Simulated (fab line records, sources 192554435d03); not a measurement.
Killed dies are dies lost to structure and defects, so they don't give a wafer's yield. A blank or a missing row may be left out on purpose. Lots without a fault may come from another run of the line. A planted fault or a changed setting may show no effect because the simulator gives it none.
Which tool did it? | flow n5_finfet | 24 lots, 72 wafers sampled, at 2 steps of a route of 1938

WHAT THE GAUGES READ, wafer by wafer
N5_BEOL_M3_THK_MEAS_01.
lot  | measured     | on            | M3_ILD_THK (nm)
L074 | day 8 06:02  | film_metro-01 | 77.3 79.9 79.1
L075 | day 8 12:19  | film_metro-01 | 77.0 79.9 78.8
L076 | day 8 13:04  | film_metro-02 | 79.1 78.9 79.3
L077 | day 8 14:15  | film_metro-01 | 77.9 78.4 79.7
L079 | day 8 15:35  | film_metro-02 | 77.8 79.4 79.5
L080 | day 8 15:49  | film_metro-02 | 77.8 80.2 79.4
L078 | day 8 20:43  | film_metro-02 | 79.2 80.0 80.7
L081 | day 8 22:56  | film_metro-02 | 77.8 79.1 78.6
L082 | day 9 01:22  | film_metro-02 | 78.3 81.5 79.8
L084 | day 9 12:49  | film_metro-02 | 78.1 78.3 79.5
L083 | day 9 12:53  | film_metro-01 | 77.2 79.7 80.3
L085 | day 9 18:24  | film_metro-01 | 77.7 78.5 79.4
L086 | day 10 06:01 | film_metro-01 | 78.5 77.8 78.3
L087 | day 11 06:31 | film_metro-01 | 78.4 80.3 77.3
L088 | day 11 06:54 | film_metro-01 | 79.9 79.3 77.5
L089 | day 11 11:06 | film_metro-02 | 78.8 78.4 82.6
L090 | day 11 11:33 | film_metro-01 | 78.0 78.6 80.0
L091 | day 12 04:45 | film_metro-01 | 79.2 78.8 79.7
L092 | day 12 08:02 | film_metro-01 | 78.3 78.6 79.7
L093 | day 12 08:16 | film_metro-01 | 77.7 78.1 79.9
L094 | day 12 08:31 | film_metro-02 | 79.2 80.1 80.4
L095 | day 12 15:06 | film_metro-02 | 80.6 79.2 79.8
L097 | day 12 18:56 | film_metro-01 | 78.6 77.3 79.4
L096 | day 12 19:49 | film_metro-01 | 79.2 78.7 80.0

N5_BEOL_M3_CD_MEAS_11: target cd 17.05 nm.
lot  | measured     | on        | cd_nm (nm)
L074 | day 8 08:34  | cd_sem-02 | 17.21 16.65 17.01
L075 | day 8 12:55  | cd_sem-03 | 17.04 17.28 16.80
L076 | day 8 15:30  | cd_sem-01 | 16.60 16.77 17.17
L077 | day 8 15:40  | cd_sem-03 | 17.03 17.20 16.85
L079 | day 8 16:11  | cd_sem-01 | 16.82 17.47 17.36
L080 | day 8 16:26  | cd_sem-01 | 17.44 17.20 16.98
L078 | day 8 21:53  | cd_sem-01 | 17.30 17.29 17.13
L081 | day 9 01:11  | cd_sem-03 | 17.21 17.13 17.52
L082 | day 9 01:59  | cd_sem-02 | 16.98 16.92 16.99
L084 | day 9 14:53  | cd_sem-03 | 16.78 16.81 16.94
L083 | day 9 15:03  | cd_sem-01 | 17.01 17.20 17.29
L085 | day 9 20:14  | cd_sem-03 | 16.69 17.27 16.65
L086 | day 10 08:33 | cd_sem-01 | 17.25 17.11 16.83
L087 | day 11 07:59 | cd_sem-03 | 17.03 17.14 17.59
L088 | day 11 08:01 | cd_sem-02 | 17.07 17.12 17.43
L089 | day 11 13:26 | cd_sem-03 | 17.10 17.41 17.02
L090 | day 11 13:39 | cd_sem-02 | 17.27 16.97 16.85
L091 | day 12 05:22 | cd_sem-03 | 17.60 17.19 17.25
L092 | day 12 10:40 | cd_sem-02 | 17.50 17.03 16.88
L093 | day 12 10:45 | cd_sem-02 | 17.04 16.99 16.95
L094 | day 12 10:58 | cd_sem-02 | 16.91 16.95 17.08
L095 | day 12 16:08 | cd_sem-01 | 17.31 17.29 17.23
L097 | day 12 20:40 | cd_sem-03 | 17.09 17.13 17.24
L096 | day 12 21:07 | cd_sem-03 | 17.50 17.10 16.86

WHICH TOOL RAN EACH LOT (tool, then ch and the chambers of the sampled wafers, then the start)
The record holds no process step before these readings.

WHAT THE TOOLS THEMSELVES READ (means of the sampled wafers that have a number; where no wafer has one, the mark that the record gives instead)
The record holds no such reading with a usual standard deviation.

THE ANSWER, worked out from the rows above alone
Rule: what is usual is taken from the lots themselves. Put in order of their means at a reading, lots are off if they are a third of the lots or fewer, leave a main group of 4 or more, and stand apart from it by a gap of 3 or more times the standard deviation of the main group's means; of several such gaps the widest counts. A main group whose means are all the same, to the digits that the tables above print for the reading, isn't used. A lot without any number at a reading at which 4 lots or more have one is off too. The other lots that the step has rows for count as sound. The gauges are gone through in route order, then the tools' own readings, and for those a lot's mean is taken as printed above. The first step at which some lot is off is used, and at that step the reading that is off furthest; a lot without a number counts as furthest.
No lot is off at any reading shown: from this, nothing can be told.

WHAT THE SIMULATOR HAD PUT IN
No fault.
